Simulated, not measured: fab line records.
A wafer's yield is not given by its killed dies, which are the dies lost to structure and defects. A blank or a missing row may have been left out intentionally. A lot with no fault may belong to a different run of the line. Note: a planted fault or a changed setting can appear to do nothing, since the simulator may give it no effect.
fab line records	flow nand-harc
record: lots: 13	wafers: 39	last-day: 26
route steps=1159 shown P_GATE@140
lots untouched by any fault: they come from a run of this same line in which no faults occurred
start-h: hours from the record's opening day to when the first of the lot's shown wafers began	wait-h: hours since the lot's step before	" the same as in the row above	L1.1+2: several wafers, shown together as one row	- either no value or no given start	* or withheld: withheld	< > ~ a bound
route shown NAME@n: a module of which the file shows steps, and the number in the route of the first	usual: average and standard deviation across the fault-free wafers	same: alike in all rows	chamber/n: place in a boat	sites: readings site by site	_std_site: the values' standard deviation	_edge_site: mean of outer sites minus mean of inner sites	radius-mm: how far each site lies from the wafer's centre	mask NAME#n: copy n	behind: the tool/chamber that last shaped the wafer	hold: what put the lot on hold/how long, in hours/how the hold closed	device: whichever transistor did not switch (one of n, p or np)	end of line: the tests these same wafers got at the end of their route	step lacking rows: just its recipe	killed: dies lost to structure and defects at the first sort, not the wafer's yield	map: dies across one wafer; x = killed, . = not, _ = none there
set.NAME: setting as actually run; set.NAME@STEP: the setting as run at that earlier step	model.NAME: the simulator's own value behind a step, which no gauge read
the route's steps for a sample of lots (tables are steps, rows are wafers)
services: the hour from which a tool's chamber was out of use, counted from the record's first day as start-h (under 0 if before that day), plus the number of hours and why
== steps ==
step: NHARC_P_GATE_DEVELOP_25
recipe: develop-time-s: 35	dev-temp-c: 23
usual: developer-temp-C: 23.01/0.1
lot.wafer	tool	chamber	start-h	wait-h	developer-temp-C
L746.3	litho-track-06	0	94	-	23.06
L746.4	"	0	"	"	23.14
L746.5	"	0	"	"	23.36
L747.1	litho-track-04	0	100	-	23.06
L747.3	"	0	"	"	23.03
L747.4	"	0	"	"	22.99
L751.2	litho-track-01	0	124	-	23.00
L751.3	"	0	"	"	22.93
L751.5	"	0	"	"	22.95
L750.2	litho-track-06	0	125	-	23.09
L750.4	"	0	"	"	22.90
L750.5	"	0	"	"	22.93
L753.3	litho-track-06	0	135	-	23.12
L753.5	"	0	"	"	23.03
L753.6	"	0	"	"	22.99
L752.4	litho-track-01	0	135	-	23.00
L752.5	"	0	"	"	23.10
L752.6	"	0	"	"	22.91
L754.2	litho-track-06	0	141	-	23.07
L754.3	"	0	"	"	22.87
L754.4	"	0	"	"	23.08
L763.1	litho-track-06	0	196	-	22.23
L763.3	"	0	"	"	22.22
L763.4	"	0	"	"	22.37
L764.1	litho-track-06	0	205	-	22.02
L764.2	"	0	"	"	21.94
L764.5	"	0	"	"	22.06
L765.1	litho-track-01	0	205	-	23.09
L765.2	"	0	"	"	22.90
L765.3	"	0	"	"	23.03
L766.2	litho-track-04	0	213	-	23.19
L766.3	"	0	"	"	22.92
L766.6	"	0	"	"	23.04
L768.2	litho-track-04	0	224	-	23.18
L768.4	"	0	"	"	23.05
L768.6	"	0	"	"	23.02
L767.2	litho-track-04	0	224	-	22.90
L767.3	"	0	"	"	23.05
L767.6	"	0	"	"	22.87
step: NHARC_P_GATE_HM_OPEN_105
recipe: target-depth-a: 3600	o2-flow-sccm: 400	cos-flow-sccm: 20	ar-flow-sccm: 0	rf-w: 500	bias-w: 300	chemistry: O2/COS
usual: drypump-motor-current-A: 5.8/0.55	o2-flow-sccm: 400.0/1.2	oes-product-au: 1.001/0.0094	rf-vpp-V: 467.0/2	showerhead-plenum-p-Torr: 3.11/0.095	throttle-valve-pct: 28.329/0.0093
lot.wafer	tool	chamber	start-h	wait-h	drypump-motor-current-A	o2-flow-sccm	oes-product-au	rf-hours-counter-h	rf-vpp-V	showerhead-plenum-p-Torr	throttle-valve-pct
L746.3	rie-diel-01	2	-	-	5.1	399.4	1.019	23	466.1	3.05	28.326
L746.4	"	3	"	"	6.2	400.0	1.006	24	465.8	3.05	28.332
L746.5	"	3	"	"	6.2	399.3	0.996	-	467.5	3.06	28.326
L747.4	rie-diel-01	1	-	-	5.4	399.1	0.993	24	470.4	3.28	28.327
L747.1	"	2	"	"	5.1	400.1	1.020	25	466.4	3.05	28.329
L747.3	"	3	"	"	6.2	401.3	1.007	25	467.4	3.05	28.334
L751.2	rie-diel-01	1	-	-	5.4	399.4	1.004	28	471.3	3.27	28.326
L751.3	"	2	"	"	5.1	399.4	1.014	29	464.9	3.05	28.330
L751.5	"	2	"	"	5.1	402.1	1.013	-	465.1	3.05	28.329
L750.2	rie-diel-12	0	-	-	6.7	398.5	0.992	29	466.9	3.11	28.328
L750.4	"	1	"	"	5.4	399.0	1.015	35	468.4	3.21	28.338
L750.5	"	0	"	"	6.7	399.0	1.006	-	466.2	3.11	28.345
L753.3	rie-diel-02	1	-	-	6.7	399.8	1.011	56	466.4	3.09	28.326
L753.6	"	1	"	"	6.7	400.5	1.008	-	467.2	3.09	28.330
L753.5	"	2	"	"	5.4	401.7	1.007	-	463.6	2.91	28.334
L752.4	rie-diel-12	2	-	-	5.6	400.3	1.004	33	465.8	3.01	28.336
L752.5	"	0	"	"	6.7	400.0	0.997	-	465.7	3.11	28.332
L752.6	"	1	"	"	5.4	401.8	1.010	-	468.7	3.21	28.352
L754.2	rie-diel-02	3	-	-	6.2	400.2	1.008	56	471.7	3.27	28.335
L754.4	"	1	"	"	6.7	400.4	1.010	59	466.3	3.09	28.330
L754.3	"	2	"	"	5.4	398.4	1.001	55	463.0	2.91	28.347
L763.4	rie-diel-01	3	-	-	6.2	399.6	0.999	11	466.8	3.05	28.333
L763.3	"	0	"	"	5.7	400.4	0.984	10	466.9	3.11	28.331
L763.1	"	1	"	"	5.4	401.0	1.005	11	470.8	3.27	28.345
L764.1	rie-diel-01	0	-	-	5.7	398.5	1.008	14	467.6	3.11	28.326
L764.2	"	2	"	"	5.1	398.9	1.009	14	465.3	3.04	28.337
L764.5	"	1	"	"	5.4	399.2	1.014	-	469.0	3.26	28.319
L765.2	rie-diel-01	2	-	-	5.1	400.1	1.018	15	466.5	3.04	28.325
L765.1	"	0	"	"	5.7	396.4	0.999	14	466.3	3.11	28.337
L765.3	"	1	"	"	5.4	400.7	1.019	14	470.2	3.26	28.325
L766.3	rie-diel-02	2	-	-	5.4	398.7	0.999	20	462.9	2.90	28.332
L766.2	"	3	"	"	6.1	400.9	1.005	21	470.0	3.26	28.321
L766.6	"	0	"	"	6.6	398.9	0.996	-	465.9	3.06	28.322
L768.4	rie-diel-01	1	-	-	5.4	396.5	1.004	18	470.0	3.26	28.324
L768.2	"	3	"	"	6.2	398.8	0.996	18	465.6	3.04	28.314
L768.6	"	2	"	"	5.1	401.4	1.001	-	465.5	3.04	28.337
L767.3	rie-diel-12	1	-	-	5.3	400.0	0.995	4	467.9	3.20	28.314
L767.2	"	3	"	"	5.9	401.1	0.975	4	465.4	3.04	28.338
L767.6	"	1	"	"	5.4	400.4	0.992	-	467.9	3.20	28.326
step: NHARC_P_GATE_ETCH_32
recipe: target-depth-a: 1500	over-etch-frac: 1	over-etch-ion-energy-ev: 40	time-s: 100.1	hbr-flow-sccm: 150	cl2-flow-sccm: 50	rf-w: 400	icp-w: 400	bias-w: 100	chemistry: HBr/Cl2
usual: drypump-motor-current-A: 5.5/0.44	oes-product-au: 0.998/0.0096	throttle-valve-pct: 26.405/0.0091
lot.wafer	tool	chamber	start-h	wait-h	drypump-motor-current-A	oes-product-au	rf-hours-counter-h	throttle-valve-pct
L746.3	rie-si-05	3	95.21	-	5.7	0.998	0.2	26.410
L746.4	"	0	"	"	4.8	1.008	0.2	26.400
L746.5	"	2	"	"	5.9	1.002	-	26.401
L747.3	rie-si-05	0	100.85	-	4.7	1.011	0.3	26.423
L747.1	"	1	"	"	5.6	1.006	0.2	26.415
L747.4	"	2	"	"	5.9	0.996	0.2	26.408
L751.3	rie-si-03	1	125.36	-	5.2	0.981	1.3	26.401
L751.2	"	2	"	"	5.4	1.015	1.5	26.395
L751.5	"	0	"	"	6.3	1.005	-	26.400
L750.4	rie-si-05	2	126.08	-	5.9	0.993	0.5	26.407
L750.2	"	3	"	"	5.7	0.995	0.6	26.403
L750.5	"	2	"	"	5.9	1.004	-	26.398
L753.3	rie-si-03	0	135.86	-	6.3	0.997	1.4	26.414
L753.6	"	0	"	"	6.3	1.008	-	26.401
L753.5	"	1	"	"	5.2	0.984	-	26.426
L752.4	rie-si-02	0	136.18	-	5.6	0.990	0.7	26.399
L752.5	"	2	"	"	5.0	1.000	-	26.404
L752.6	"	3	"	"	4.9	0.991	-	26.400
L754.4	rie-si-02	0	142.71	-	5.6	0.979	0.7	26.416
L754.2	"	1	"	"	6.0	1.006	0.8	26.395
L754.3	"	3	"	"	4.9	0.974	0.8	26.403
L763.1	rie-si-03	0	197.96	-	6.3	0.992	0.3	26.409
L763.4	"	2	"	"	5.4	1.005	0.2	26.416
L763.3	"	3	"	"	5.3	0.994	0.4	26.405
L764.2	rie-si-05	0	206.93	-	4.7	1.007	1.2	26.411
L764.1	"	1	"	"	5.6	1.009	1.1	26.411
L764.5	"	1	"	"	5.6	0.992	-	26.403
L765.1	rie-si-02	3	207.09	-	4.9	0.986	1.3	26.396
L765.2	"	0	"	"	5.7	0.989	1.3	26.411
L765.3	"	1	"	"	5.9	1.016	1.4	26.416
L766.3	rie-si-03	3	214.05	-	5.3	0.997	0.5	26.399
L766.2	"	1	"	"	5.2	0.987	0.5	26.400
L766.6	"	3	"	"	5.3	0.991	-	26.409
L768.2	rie-si-03	3	224.97	-	5.3	0.983	0.6	26.395
L768.4	"	0	"	"	6.3	1.013	0.6	26.412
L768.6	"	1	"	"	5.2	0.996	-	26.401
L767.2	rie-si-05	3	225.33	-	5.8	1.003	1.5	26.394
L767.3	"	1	"	"	5.6	0.996	1.4	26.411
L767.6	"	2	"	"	5.9	1.003	-	26.393
step: NHARC_P_GATE_STRIP_112
recipe: power-w: 1500	temp-c: 110	time-s: 200	chemistry: N2/H2
usual: drypump-motor-current-A: 5.8/0.41	heater-power-w: 88/9.3
lot.wafer	tool	chamber	start-h	wait-h	drypump-motor-current-A	heater-power-w	rf-hours-counter-h
L746.3	plasma-asher-02	1	109.55	0.7	5.6	93	-
L746.4	"	0	"	"	6.1	83	-
L746.5	"	1	"	"	5.6	92	-
L747.1	plasma-asher-02	1	114.60	0.2	5.6	93	36
L747.3	"	1	"	"	5.6	91	-
L747.4	"	0	"	"	6.1	80	-
L751.2	plasma-asher-01	1	139.20	0.2	6.2	103	7
L751.3	"	1	"	"	6.2	100	-
L751.5	"	1	"	"	6.2	103	-
L750.2	plasma-asher-01	0	140.54	0.2	5.2	75	7
L750.4	"	1	"	"	6.2	101	-
L750.5	"	1	"	"	6.3	100	-
L752.4	plasma-asher-02	1	149.75	0.3	5.6	93	-
L752.5	"	0	"	"	6.1	83	-
L752.6	"	1	"	"	5.6	94	-
L753.3	plasma-asher-02	0	156.11	0.3	6.1	81	-
L753.6	"	0	"	"	6.1	79	-
L753.5	"	1	"	"	5.6	93	-
L754.2	plasma-asher-02	0	156.66	0.2	6.1	78	48
L754.4	"	1	"	"	5.6	91	-
L754.3	"	0	"	"	6.1	82	-
L763.1	plasma-asher-01	0	212.04	0.2	5.2	77	32
L763.3	"	1	"	"	6.3	101	-
L763.4	"	0	"	"	5.2	77	-
L764.2	plasma-asher-01	1	220.65	0.2	6.3	101	36
L764.1	"	0	"	"	5.2	76	36
L764.5	"	1	"	"	6.2	103	-
L765.2	plasma-asher-02	0	220.88	0.2	6.1	83	10
L765.1	"	1	"	"	5.6	92	10
L765.3	"	1	"	"	5.6	87	-
L766.2	plasma-asher-02	0	227.50	0.2	6.1	81	12
L766.3	"	1	"	"	5.6	88	-
L766.6	"	1	"	"	5.6	90	-
L768.2	plasma-asher-01	1	238.56	0.2	6.2	99	42
L768.4	"	1	"	"	6.2	103	-
L768.6	"	0	"	"	5.2	76	-
L767.2	plasma-asher-02	0	238.96	0.2	6.1	81	16
L767.3	"	1	"	"	5.6	90	-
L767.6	"	1	"	"	5.6	90	-
== services ==
tool	chamber	start-h	hours	kind
rie-diel-01	1	70.70	4.6	repair
litho-track-01	-	93.00	7.0	pm
rie-diel-12	3	99.58	4.0	repair
plasma-asher-01	-	100.99	9.0	pm
litho-track-06	-	117.00	7.0	pm
rie-si-05	1	117.24	4.7	repair
rie-diel-01	-	137.80	9.0	pm
litho-track-04	-	141.00	7.0	pm
rie-si-03	-	148.13	0.7	repair
rie-si-02	-	150.54	0.1	repair
rie-diel-02	-	150.78	9.0	pm
rie-si-03	-	155.00	9.0	pm
plasma-asher-02	-	172.30	1.2	repair
plasma-asher-02	-	183.00	9.0	pm
rie-diel-12	3	192.43	5.1	repair
rie-diel-12	-	202.62	9.0	pm
rie-diel-01	3	204.20	3.6	repair
rie-si-02	-	211.00	9.0	pm
rie-diel-12	-	212.33	1.2	repair
rie-diel-01	1	216.27	6.4	repair
rie-diel-02	0	229.12	7.9	repair
rie-si-03	3	231.60	7.7	repair
rie-si-05	0	234.03	1.7	repair
rie-si-05	-	239.00	9.0	pm
== key ==
first-sign: step: NHARC_P_GATE_DEVELOP_25	reading: developer-temp-C	direction: down	sigmas: 8.4	usual: *	struck: *
effect none on later readings
met-at NHARC_P_GATE_DEVELOP_25
struck-lots L763,L764
tester-left-out L763,L764
not-acting-at NHARC_P_GATE_HM_OPEN_105,NHARC_P_GATE_ETCH_32,NHARC_P_GATE_STRIP_112
onset-between 141 196
fault: kind: process-parameter-drift	tool: litho-track-06	chamber: -	onset-h: 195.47	steps: NHARC_P_GATE_DEVELOP_25	channel: dev-temp-c	offset: *	shape: step	end-h: 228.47	acts-in: *	stated: *
tester-left-out: of these lots the tester's yield and bins aren't shown, on N5 and GAA mostly nor the transistor test; their killed dies are dies lost to structure and defects alone, not to doping, threshold or leakage, so they don't give the yield
